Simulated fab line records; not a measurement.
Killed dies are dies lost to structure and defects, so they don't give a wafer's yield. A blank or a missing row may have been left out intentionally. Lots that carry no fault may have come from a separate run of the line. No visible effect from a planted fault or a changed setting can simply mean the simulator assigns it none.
A lot that was struck, set against a sound lot -- flow n5-finfet -- 15 steps out of a route of 1938
Sound: the wafers L950.1, L950.2, L950.5. Struck: wafer L944.3; the same lot's L944.2 was not struck, so it is left out; see the end for the cause.
At each step with rows: each side's tool, then ch and its chambers, then its first start. Under that, the readings that differ: sound wafers -- struck wafers -- difference of the means -- sigmas: that difference in standard deviations of wafers without a fault.
alike: a reading whose means differ by less than 2 such deviations, as well as words and numbers matching on both sides. not compared: withheld readings; readings where some wafer has no value; bounds like >300 that might hide an equal value; numbers whose values overlap and for which the record gives no deviation.
A row with sigmas, a row that says differs or no value, or rows on one side alone: a step with any of these is where the two part. Numbers that have no deviation but don't overlap get no sigmas and don't part them. Lack of a reading on every wafer of one side parts them only where that side has two or more wafers.

first, 3 steps without rows for these wafers: N5_SD_EPI_P_EXPOSE_06 (exposes mask SD P BLK, target cd 240 nm); N5_SD_EPI_P_PEB_07 (peb time 60 s); N5_SD_EPI_P_DEVELOP_08 (develop time 30 s).
N5_SD_EPI_P_CD_MEAS_09: target cd 240 nm.
  sound on cd-sem-01 ch 0, day 8 02:40; struck on cd-sem-03 ch 0, day 6 12:00
  alike: cd-nm
N5_SD_EPI_P_OVL_MEAS_10:
  sound on overlay-01 ch 0, day 8 02:41; struck on overlay-02 ch 0, day 6 12:02
  alike: SD_P_BLK_OVL
N5_SD_EPI_P_INSPECT_11: inspects for defects (macro).
  struck on defect-inspect-01, day 6 12:03; sound on defect-inspect-02, day 8 02:43
  alike: raw-defect-count
N5_SD_EPI_P_DESCUM_14: chemistry O2, time 7.9 s.
  sound on rie-diel-02 ch 2,3, day 8 02:45; struck on rie-diel-05 ch 0, day 6 12:16
  alike: drypump-motor-current-A, oes-product-au, rf-fwd-power-W, rf-vpp-V, showerhead-plenum-p-Torr, temp-c, throttle-valve-pct
  not compared: rf-hours-counter-h
N5_SD_EPI_P_ETCH_36: etches SiARC in CF4, target depth 45.5 nm, time 75.8 s.
  sound on rie-diel-02 ch 2,3, day 8 02:47; struck on rie-diel-05 ch 0, day 6 12:18
  alike: cf4-flow-sccm, drypump-motor-current-A, etch-rf-on-time-s, oes-product-au, rf-fwd-power-W, rf-vpp-V, showerhead-plenum-p-Torr, throttle-valve-pct
  not compared: rf-hours-counter-h
N5_SD_EPI_P_ETCH_37: etches SOC in N2/H2, overetch 108 nm, time 486 s.
  sound on rie-diel-02 ch 2,3, day 8 02:50; struck on rie-diel-05 ch 0, day 6 12:22
reading,sound,struck,difference,sigmas
drypump-motor-current-A (A),5.5 5.5 5.5,6.2,+0.7,+2
  alike: oes-product-au, rf-fwd-power-W, rf-vpp-V, showerhead-plenum-p-Torr, temp-c, throttle-valve-pct
  not compared: rf-hours-counter-h
then, 1 step without rows for these wafers: N5_SD_EPI_P_STRIP_38 (strips in N2/H2).
N5_SD_EPI_P_ETCHBACK_46: etches SiNx in CH3F/O2, stops on SiO2, target depth 17.5 nm.
  sound on rie-diel-02 ch 2,3, day 8 03:10; struck on rie-diel-05 ch 0, day 6 12:41
  alike: drypump-motor-current-A, oes-product-au, rf-fwd-power-W, rf-vpp-V, showerhead-plenum-p-Torr, throttle-valve-pct
  not compared: rf-hours-counter-h
N5_SD_EPI_P_ETCH_47: etches SiOCN in CH3F/O2, target depth 25 nm.
  sound on rie-diel-02 ch 2,3, day 8 03:16; struck on rie-diel-05 ch 0, day 6 12:47
reading,sound,struck,difference,sigmas
drypump-motor-current-A (A),5.5 5.5 5.5,6.2,+0.7,+2
  alike: oes-product-au, rf-fwd-power-W, rf-vpp-V, showerhead-plenum-p-Torr, throttle-valve-pct
  not compared: rf-hours-counter-h
N5_SD_EPI_P_ETCH_16: etches SiO2 in CHF3/O2, target depth 5 nm.
  sound on rie-diel-02 ch 2,3, day 8 03:22; struck on rie-diel-05 ch 0, day 6 12:53
reading,sound,struck,difference,sigmas
drypump-motor-current-A (A),5.5 5.5 5.5,6.2,+0.7,+2
model.etch.depth-nm (nm),5.022 4.942 4.973,4.429,-0.550,
  alike: oes-product-au, rf-fwd-power-W, rf-vpp-V, showerhead-plenum-p-Torr, throttle-valve-pct
  not compared: rf-hours-counter-h
then, 1 step without rows for these wafers: N5_SD_EPI_P_STRIP_50 (strips in CHF3/O2).
-- the record jumps here: 5 days lie between the struck wafers' starts before and after (it left off in module SD_EPI_P and takes up again in module BEOL_M4, whose first step shown is number 1111 of the route) --
N5_BEOL_M4_RC_MEAS_101:
  sound on prober-01 ch 0, day 13 19:10; struck on prober-02 ch 0, day 11 22:30
  alike: DIBL_N, DIBL_P, IOFF_N, IOFF_P, ION_N, ION_P, SS_N, SS_P, VT_N, VT_P

## WHERE THEY PART
At N5_SD_EPI_P_ETCH_37 first; at N5_SD_EPI_P_ETCH_16 last (within this record only). Later steps at which nothing parts them and some readings are alike: N5_BEOL_M4_RC_MEAS_101.

WHY: what had been put in by the simulator
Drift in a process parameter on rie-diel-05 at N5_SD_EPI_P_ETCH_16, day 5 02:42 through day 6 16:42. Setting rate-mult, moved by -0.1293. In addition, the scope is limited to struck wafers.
